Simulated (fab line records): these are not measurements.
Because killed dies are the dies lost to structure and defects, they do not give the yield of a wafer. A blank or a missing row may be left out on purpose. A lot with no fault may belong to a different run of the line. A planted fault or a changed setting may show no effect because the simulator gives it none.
Matching of chambers	flow nand_harc	4 sister chambers for NHARC_A_CHANNEL_FILL_D1_CMP_10 on cmp-04
The step polishes, target thk 150 nm. 4 wafers are shown with their chamber, then 8 later ones without.

## WAFERS WITH THEIR CHAMBER
wafer	chamber	motor_current_A (A)
L082.2	2	12.9
L091.1	0	12.9
L091.6	1	10.5
L094.2	3	10.2

## WAFERS WITHOUT THEIR CHAMBER
wafer	motor_current_A (A)
L094.4	13.5
L094.6	11.9
L097.1	12.2
L097.2	13.5
L097.5	10.7
L095.1	10.7
L095.4	12.9
L095.6	13.0

## EACH ONE'S CHAMBER
wafer	from the rows above	in truth
L094.4	can't be placed: 0 or 2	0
L094.6	can't be placed: 0 or 2 or 1 or 3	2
L097.1	can't be placed: 0 or 2 or 1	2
L097.2	can't be placed: 0 or 2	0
L097.5	can't be placed: 1 or 3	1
L095.1	can't be placed: 1 or 3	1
L095.4	can't be placed: 0 or 2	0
L095.6	can't be placed: 0 or 2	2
Correctly placed: 0 of 8. These rows do not allow placing 8 (true chamber among the candidates in 8). Number placed wrongly: 0.
How it was worked out, from the rows above alone: a wafer's distance from a chamber is the root of the sum, over the readings, of the square of ((its reading less the chamber's mean) divided by the reading's scatter). The wafer belongs to the nearest chamber; if the next one is less than 2 further off, it can't be placed. The mean given for a chamber averages the wafers shown for that chamber. The scatter: root of mean squared gap, hidden wafer to nearest shown wafer, with one shown wafer a chamber.
